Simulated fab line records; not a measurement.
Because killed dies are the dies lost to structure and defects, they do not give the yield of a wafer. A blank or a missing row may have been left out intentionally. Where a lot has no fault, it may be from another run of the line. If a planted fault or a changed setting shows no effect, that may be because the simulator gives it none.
fab line records	flow nand-harc
record lots=6	wafers=18	last-day=24
route steps=1159 shown P_ZERO_WELL@57 P_STI@69 END@1159
lots with no fault: from the same line, run without faults
start-h: the number of hours between the record's first day and the start of the first shown wafer of the lot	wait-h: hours elapsed since this lot's preceding step	" as in the row above	L1.1+2: a row that stands for several wafers	- no value present, or no start provided	* or withheld: withheld	< > ~ a bound
route shown NAME@n: NAME is a module with steps in the file, n the number in the route of the first one	usual: mean/standard deviation of fault-free wafers	same: alike in all rows	chamber/n: place in a boat	sites: per-site readings	_std_site: standard deviation of those values	_edge_site: the outer-site mean with the inner-site mean subtracted	radius-mm: how far each site lies from the wafer's centre	mask NAME#n: copy n	behind: the tool/chamber that last shaped the wafer	hold: why the lot went on hold/how many hours it stayed there/how the hold came to an end	device: the transistor (n, p or np) that didn't switch	end of line: the route-end tests of the same wafers	for a step that has no rows: nothing shown but its recipe	killed: count of dies lost to structure and defects at first sort (not the wafer's yield)	map: dies across one wafer; x = killed, . = not, _ = none there
set.NAME: the run value of the setting; set.NAME@STEP: its run value at that earlier step	model.NAME: the simulator's own value behind a step, which no gauge read
lots at some steps of the route; a table a step, a row a wafer
services: from which hour (start-h, from the record's first day; less than 0 if before it) a tool's chamber was out of use, for how many hours, and why
## steps
# step NHARC_P_ZERO_WELL_PEB_50
# recipe peb-temp-c=118	peb-time-s=85
# step NHARC_P_ZERO_WELL_DEVELOP_51
# recipe time-s=70
# step NHARC_P_ZERO_WELL_CD_MEAS_52
# recipe target-cd-nm=2000	landing-energy-ev=500
# usual cd-nm=2000.2/2
lot.wafer	tool	chamber	start-h	wait-h	cd-nm
L466.2	cd-sem-03	0	59.87	-	2000.9
L466.3	"	0	"	"	2000.9
L466.5	"	0	"	"	2003.6
L467.1	cd-sem-03	0	65.90	-	1999.7
L467.4	"	0	"	"	2001.8
L467.6	"	0	"	"	1996.1
L473.2	cd-sem-03	0	102.12	-	1998.0
L473.4	"	0	"	"	2000.5
L473.5	"	0	"	"	1997.9
L474.1	cd-sem-02	0	107.76	-	1998.7
L474.2	"	0	"	"	2000.4
L474.4	"	0	"	"	2003.3
L479.2	cd-sem-02	0	137.62	-	2000.5
L479.4	"	0	"	"	1997.7
L479.6	"	0	"	"	1999.2
L481.2	cd-sem-01	0	149.83	-	2004.1
L481.3	"	0	"	"	2000.4
L481.4	"	0	"	"	2003.2
# step NHARC_P_ZERO_WELL_HARDBAKE_53
# recipe temp-c=125	time-s=80
# step NHARC_P_ZERO_WELL_DESCUM_54
# recipe time-s=3	o2-flow-sccm=200	ar-flow-sccm=0	bias-power-w=0	chemistry=O2
# usual drypump-motor-current-A=5.8/0.47	oes-product-au=0.995/0.0098	rf-vpp-V=57.9/0.87	showerhead-plenum-p-Torr=1.96/0.071	throttle-valve-pct=11.311/0.0084
lot.wafer	tool	chamber	start-h	wait-h	drypump-motor-current-A	oes-product-au	rf-hours-counter-h	rf-vpp-V	showerhead-plenum-p-Torr	throttle-valve-pct
L466.3	rie-diel-01	0	60.04	-	6.5	0.986	6.5	57.7	2.06	11.306
L466.2	"	2	"	"	6.2	0.991	5.6	57.1	1.88	11.326
L466.5	"	1	"	"	5.2	0.997	-	57.5	1.94	11.317
L467.1	rie-diel-04	1	66.06	-	5.9	0.993	7.3	56.9	2.01	11.312
L467.4	"	3	"	"	5.4	0.999	6.9	56.2	1.92	11.323
L467.6	"	1	"	"	5.9	0.993	-	60.9	2.01	11.306
L473.2	rie-diel-10	1	102.30	-	5.5	1.014	6.6	58.5	1.99	11.319
L473.5	"	1	"	"	5.5	1.005	-	59.5	1.99	11.322
L473.4	"	3	"	"	5.2	1.005	-	57.6	2.04	11.311
L474.1	rie-diel-04	3	107.92	-	5.4	1.006	9.8	57.8	1.92	11.300
L474.2	"	0	"	"	5.8	1.002	8.8	58.0	1.93	11.310
L474.4	"	1	"	"	5.9	1.002	8.8	57.4	2.01	11.324
L479.2	rie-diel-04	3	137.77	-	5.4	0.997	1.3	56.3	1.92	11.303
L479.4	"	0	"	"	5.8	0.983	1.1	59.0	1.93	11.315
L479.6	"	3	"	"	5.4	1.001	-	57.7	1.92	11.308
L481.4	rie-diel-10	0	149.98	-	6.0	0.996	10.7	57.0	1.84	11.312
L481.2	"	2	"	"	5.4	0.995	9.3	58.1	2.04	11.309
L481.3	"	3	"	"	5.2	1.001	11.3	56.8	2.04	11.312
# step NHARC_P_ZERO_WELL_IMPLANT_55
# recipe energy-kev=180	dose-cm2=8e+11	tilt-deg=7
# step NHARC_P_ZERO_WELL_IMPLANT_61
# recipe energy-kev=30	dose-cm2=5e+11	tilt-deg=7
# step NHARC_P_ZERO_WELL_STRIP_56
# recipe time-s=840	temp-c=130	chemistry=SPM
# step NHARC_P_ZERO_WELL_PRECLEAN_68
# recipe time-s=60	temp-c=50	bath-age-min=0	chemistry=SC1
# step NHARC_P_ZERO_WELL_SRD_69
# step NHARC_P_ZERO_WELL_RTA_42
# recipe temp-c=1100	time-s=300
# usual lamp-power-pct=40/5.4	lamp_zone_2_pct=40/5.4	wafer_temp_C_max=1103.7/1.1
lot.wafer	tool	chamber	start-h	wait-h	lamp-power-pct	lamp_zone_2_pct	wafer_temp_C_max
L466.2	rtp-anneal-01	0	61.12	-	33	33	1105.3
L466.3	"	0	"	"	33	33	1105.2
L466.5	"	0	"	"	33	33	1104.4
L467.1	rtp-anneal-02	0	67.03	-	44	44	1103.1
L467.4	"	0	"	"	44	44	1103.7
L467.6	"	0	"	"	44	44	1102.6
L473.2	rtp-anneal-01	0	103.39	-	33	33	1104.9
L473.4	"	0	"	"	33	33	1104.2
L473.5	"	0	"	"	33	33	1104.2
L474.1	rtp-anneal-02	0	108.91	-	44	44	1102.3
L474.2	"	0	"	"	44	44	1102.8
L474.4	"	0	"	"	44	44	1102.8
L479.2	rtp-anneal-02	0	138.86	-	44	44	1103.7
L479.4	"	0	"	"	44	44	1103.9
L479.6	"	0	"	"	44	44	1103.1
L481.2	rtp-anneal-02	0	151.08	-	44	44	1102.8
L481.3	"	0	"	"	44	44	1103.9
L481.4	"	0	"	"	44	44	1103.4
# step NHARC_P_ZERO_WELL_INSPECT_43
# usual raw-defect-count=13/6
lot.wafer	tool	chamber	start-h	wait-h	raw-defect-count
L466.2	defect-inspect-02	-	61.69	0.5	16
L466.3	"	-	"	"	12
L466.5	"	-	"	"	5
L467.1	defect-inspect-01	-	68.35	1.1	9
L467.4	"	-	"	"	12
L467.6	"	-	"	"	12
L473.2	defect-inspect-01	-	103.95	0.5	13
L473.4	"	-	"	"	6
L473.5	"	-	"	"	7
L474.1	defect-inspect-02	-	109.60	0.6	18
L474.2	"	-	"	"	21
L474.4	"	-	"	"	14
L479.2	defect-inspect-01	-	139.43	0.5	11
L479.4	"	-	"	"	4
L479.6	"	-	"	"	16
L481.2	defect-inspect-02	-	151.65	0.5	12
L481.3	"	-	"	"	7
L481.4	"	-	"	"	17
# step NHARC_P_STI_ETCH_26
# recipe target-depth-a=110	chemistry=dHF	material=SiO2
lot.wafer	tool	chamber	start-h	wait-h
L466.2+3+5	wet-bench-06	6,2,3	61.74	0.0
L467.4+1+6	wet-bench-09	5,7,1	68.40	0.0
L473.2+5+4	wet-bench-04	6,7,0	104.04	0.1
L474.4+2+1	wet-bench-04	2,3,5	109.66	0.1
L479.2+4+6	wet-bench-06	4,6,7	139.49	0.1
L481.3+4+2	wet-bench-09	3,5,6	151.70	0.0
# step NHARC_P_STI_PRECLEAN_27
# recipe time-s=*	temp-c=50	bath-age-min=0	chemistry=SC1
# step NHARC_P_STI_SRD_28
# step NHARC_P_STI_OXIDE_29
# recipe target-thk-a=100	temp-c=900	ox-time-s=1362	material=SiO2
# step NHARC_P_STI_HM_DEP_30
# recipe target-thk-a=800	temp-c=790	pressure-mtorr=300	time-s=873	material=Si3N4
# step NHARC_P_STI_DEHYDRATE_01
# recipe temp-c=150	time-s=120
# step NHARC_P_STI_HMDS_02
# recipe time-s=30
# step NHARC_P_STI_COAT_41
# recipe temp-c=200	time-s=65
# step NHARC_P_STI_COAT_03
# recipe spin-rpm=2000	resist-thk-nm=600
# step NHARC_P_STI_SOFTBAKE_04
# recipe temp-c=125	time-s=70
# step NHARC_P_STI_EBR_05
# step NHARC_P_STI_EXPOSE_06
# recipe na=0.55	target-cd-nm=200	dose-mj=37.69	mask-id=P_STI
# step NHARC_P_STI_PEB_07
# recipe peb-temp-c=128	peb-time-s=80
# step NHARC_P_STI_DEVELOP_08
# recipe time-s=50	dev-temp-c=22
# step NHARC_P_STI_CD_MEAS_09
# recipe target-cd-nm=200	landing-energy-ev=500
# usual cd-nm=198.5/2.1
lot.wafer	tool	chamber	start-h	wait-h	cd-nm
L466.2	cd-sem-03	0	77.01	-	202.1
L466.3	"	0	"	"	198.9
L466.5	"	0	"	"	200.0
L467.1	cd-sem-03	0	84.86	-	197.5
L467.4	"	0	"	"	198.0
L467.6	"	0	"	"	197.4
L473.2	cd-sem-02	0	121.57	-	199.2
L473.4	"	0	"	"	201.6
L473.5	"	0	"	"	198.4
L474.1	cd-sem-03	0	121.73	-	196.5
L474.2	"	0	"	"	196.2
L474.4	"	0	"	"	195.5
L479.2	cd-sem-03	0	152.93	-	199.7
L479.4	"	0	"	"	200.2
L479.6	"	0	"	"	194.7
L481.2	cd-sem-03	0	167.00	-	201.7
L481.3	"	0	"	"	199.4
L481.4	"	0	"	"	199.9
# step NHARC_P_STI_OVL_MEAS_10
# usual overlay-x-nm=0/5.1	overlay-y-nm=0/5.6
lot.wafer	tool	chamber	start-h	wait-h	overlay-x-nm	overlay-y-nm
L466.2	overlay-01	-	77.10	-	5	-2
L466.3	"	-	"	"	5	-1
L466.5	"	-	"	"	5	-2
L467.1	overlay-02	-	84.95	-	1	4
L467.4	"	-	"	"	1	3
L467.6	"	-	"	"	1	4
L473.2	overlay-01	-	121.65	-	-8	-4
L473.4	"	-	"	"	-8	-5
L473.5	"	-	"	"	-8	-4
L474.1	overlay-02	-	121.83	-	-5	3
L474.2	"	-	"	"	-6	3
L474.4	"	-	"	"	-6	2
L479.2	overlay-02	-	153.02	-	0	-9
L479.4	"	-	"	"	0	-9
L479.6	"	-	"	"	1	-9
L481.2	overlay-01	-	167.09	-	2	-3
L481.3	"	-	"	"	2	-3
L481.4	"	-	"	"	2	-3
# step NHARC_P_STI_INSPECT_11
# usual raw-defect-count=6/3.3
lot.wafer	tool	chamber	start-h	wait-h	raw-defect-count
L466.2	defect-inspect-02	-	77.14	0.0	12
L466.3	"	-	"	"	6
L466.5	"	-	"	"	1
L467.1	defect-inspect-02	-	84.98	0.0	7
L467.4	"	-	"	"	4
L467.6	"	-	"	"	3
L473.2	defect-inspect-01	-	121.69	0.0	778
L473.4	"	-	"	"	794
L473.5	"	-	"	"	746
L474.1	defect-inspect-02	-	121.87	0.0	795
L474.2	"	-	"	"	790
L474.4	"	-	"	"	705
L479.2	defect-inspect-01	-	153.05	0.0	5
L479.4	"	-	"	"	2
L479.6	"	-	"	"	6
L481.2	defect-inspect-01	-	167.13	0.0	5
L481.3	"	-	"	"	2
L481.4	"	-	"	"	6
# step NHARC_P_STI_HARDBAKE_13
# recipe temp-c=118	time-s=65
# step NHARC_END_SORT_01
# recipe temp-c=25
# usual killed-at-array=26/9	killed-at-other=0.8/1.2	killed-at-periphery=3.2/2.3	killed-dies=30/9.1	killed-open=3.5/2	killed-short=1.8/1.4
# same gross-dies=677
lot.wafer	tool	chamber	start-h	wait-h	killed-at-array	killed-at-other	killed-at-periphery	killed-dies	killed-open	killed-short
L466.2	prober-01	0	482.15	2.8	22	1	1	24	3	1
L466.3	prober-01	0	482.95	3.1	23	1	6	30	2	1
L466.5	prober-01	0	484.55	3.7	23	3	2	28	3	3
L473.2	prober-01	0	522.76	2.9	29	0	42	71	6	0
L473.4	prober-01	0	524.34	3.4	42	0	58	100	2	1
L473.5	prober-01	0	525.13	3.7	29	1	90	120	5	1
L474.1	prober-02	0	530.83	2.5	10	0	47	57	5	1
L474.2	prober-02	0	531.64	2.8	6	0	95	101	1	1
L474.4	prober-02	0	533.26	3.4	10	1	92	103	6	1
# killed by level:class
L466.2 A_CHANNEL_HOLE_D1:chamber-film-flake=12 A_STAIRCASE:chamber-film-flake=4 A_CHANNEL_HOLE_D1:geometric-particle:open=1 A_STAIRCASE:geometric-particle:short=1 A_BLC:geometric-particle:open=1 A_M0:geometric-particle:open=1 P_ZERO_WELL:chamber-film-flake=1 A_CHANNEL_FILL_D1:chamber-film-flake=1
L466.3 A_CHANNEL_HOLE_D1:chamber-film-flake=13 P_ZERO_WELL:chamber-film-flake=3 A_WL_FILL:chamber-film-flake=3 A_CONTACT:chamber-film-flake=3 P_M1:geometric-particle:short=1 A_ONON_D1:geometric-particle:open=1 A_CONTACT:geometric-particle:open=1 P_STI:chamber-film-flake=1
L466.5 A_CHANNEL_HOLE_D1:chamber-film-flake=12 A_STAIRCASE:chamber-film-flake=4 THIN_TSV:chamber-film-flake=3 P_STI:geometric-particle:short=1 P_CONTACT:geometric-particle:open=1 A_ONON_D1:geometric-particle:short=1 A_CHANNEL_HOLE_D1:geometric-particle:short=1 A_CHANNEL_FILL_D1:geometric-particle:open=1
L473.2 P_STI:unspecified=39 A_CHANNEL_HOLE_D1:chamber-film-flake=11 A_CONTACT:chamber-film-flake=5 A_SGD_CUT:chamber-film-flake=4 P_GATE:chamber-film-flake=2 A_STAIRCASE:chamber-film-flake=2 A_ONON_D1:geometric-particle:open=1 A_CHANNEL_FILL_D1:geometric-particle:open=1
L473.4 P_STI:unspecified=57 A_CHANNEL_HOLE_D1:chamber-film-flake=22 A_SGD_CUT:chamber-film-flake=6 A_CONTACT:chamber-film-flake=5 A_STAIRCASE:chamber-film-flake=3 A_BLC:geometric-particle:open=1 A_M0:geometric-particle:short=1 A_M0:geometric-particle:open=1
L473.5 P_STI:unspecified=88 A_CHANNEL_HOLE_D1:chamber-film-flake=16 A_STAIRCASE:chamber-film-flake=5 A_SGD_CUT:chamber-film-flake=2 A_CONTACT:chamber-film-flake=2 P_CONTACT:geometric-particle:open=1 P_M0:geometric-particle:open=1 A_SGD_CUT:geometric-particle:open=1
L474.1 P_STI:unspecified=42 A_CHANNEL_HOLE_D1:chamber-film-flake=3 P_M1:chamber-film-flake=2 P_M1:geometric-particle:open=1 A_ONON_D1:geometric-particle:open=1 A_CONTACT:geometric-particle:open=1 A_CONTACT:geometric-particle:short=1 A_BLC:geometric-particle:open=1
L474.2 P_STI:unspecified=90 A_CHANNEL_HOLE_D1:chamber-film-flake=4 P_GATE:chamber-film-flake=3 P_CONTACT:geometric-particle:open=1 A_WL_FILL:geometric-particle:short=1 P_M1:chamber-film-flake=1 A_CONTACT:chamber-film-flake=1
L474.4 P_STI:unspecified=89 A_CHANNEL_HOLE_D1:chamber-film-flake=2 P_M1:chamber-film-flake=2 P_GATE:geometric-particle:open=1 A_CHANNEL_HOLE_D1:geometric-particle:open=1 A_SGD_CUT:geometric-particle:open=1 A_WL_FILL:geometric-particle:short=1 A_WL_FILL:geometric-particle:open=1
# map L473.5 (x killed, . not)
____________.____________
_________......._________
_______..........._______
______.....x.......______
_____..............._____
____............x....____
____.................____
___...................___
___........x..........___
__.....................__
__....x.....x..........__
_.....x................._
_.x.xxxxx..............._
_..xxxxx.x.........xx..._
_.xxxxxxx..............._
_xxxxxxxx..............._
..xxxxxxxx.............x.
.xxxxxxxxxx..........x...
.xxxxxxxx...........x....
.xxxxxxxxx...............
...xxxxxxx.x.............
_xxxxxxx..x..x.........._
_.xxxxxxxxxxx....x......_
_.x.xx.xx.xx.x.........._
_.........xx..x........._
_........x.x............_
__....x................__
__....x...x............__
___...................___
___...................___
____.................____
____.................____
_____..x............_____
______.....x.......______
_______..........._______
_________......._________
____________.____________
# map L474.4 (x killed, . not)
____________.____________
_________......._________
_______.........xx_______
______........xxxxx______
_____..........xxxx._____
____........xxxxxxxxx____
____.........xxxxxxxx____
___x........xxxxxxxxx.___
___.........xxxxxxxxxx___
__....x.....xxxxxxxxxx.__
__.....x....xxxxxxxx...__
_............xxxxxxxx..._
_.......x..x.xxxxxxx...._
_.....x.......xxxxxx...._
_.............x..x......_
_.............x........._
.....................x...
.........................
.........................
.........................
.........................
_......................._
_...............x......._
_......x............x..._
_.x.........x..........._
_......................._
__.....................__
__...x.................__
___...................___
___...................___
____.................____
____.................____
_____.............x._____
______.............______
_______..........._______
_________......._________
____________.____________
## services
tool	chamber	start-h	hours	kind
rie-diel-04	0	41.45	-	clean
rie-diel-04	1	41.45	-	clean
rie-diel-04	2	41.45	-	clean
rie-diel-04	3	41.45	-	clean
wet-bench-04	-	41.85	2.5	repair
wet-bench-06	-	48.25	1.7	repair
rie-diel-01	3	64.34	10.0	repair
rie-diel-01	0	65.89	4.0	repair
rie-diel-04	0	65.97	-	clean
rie-diel-04	1	65.97	-	clean
rie-diel-04	2	65.97	-	clean
rie-diel-04	3	65.97	-	clean
rie-diel-01	1	88.22	12.6	repair
rie-diel-04	1	90.36	13.1	repair
rie-diel-04	0	90.47	-	clean
rie-diel-04	2	90.47	-	clean
rie-diel-10	2	101.06	4.8	repair
rtp-anneal-02	-	110.63	6.4	repair
rie-diel-04	-	111.90	9.0	pm
wet-bench-09	-	112.80	8.0	pm
wet-bench-06	-	129.60	8.0	pm
rie-diel-10	-	135.32	1.8	repair
rie-diel-01	-	137.82	9.0	pm
wet-bench-06	-	148.79	1.9	repair
## key
first-sign step=NHARC_P_STI_INSPECT_11	reading=raw-defect-count	direction=up	sigmas=99+	usual=6	struck=768
effect step=NHARC_END_SORT_01	reading=killed-at-periphery	direction=up	sigmas=29	usual=3.2	struck=70.7
more-kills-born-at NHARC_P_STI_ETCH_26@wet-bench-04=405
met-at NHARC_P_STI_ETCH_26
struck-wafers L473.2,L473.4,L473.5,L474.1,L474.2,L474.4
tester-left-out L473,L474
fault kind=chamber-particle-source	tool=wet-bench-04	chamber=-	onset-h=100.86	steps=NHARC_P_STI_ETCH_26	rate-per-visit-cm2=1.1733	end-h=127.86
# tester-left-out: of these lots the tester's yield and bins aren't shown, on N5 and GAA mostly nor the transistor test; their killed dies are dies lost to structure and defects alone, not to doping, threshold or leakage, so they don't give the yield
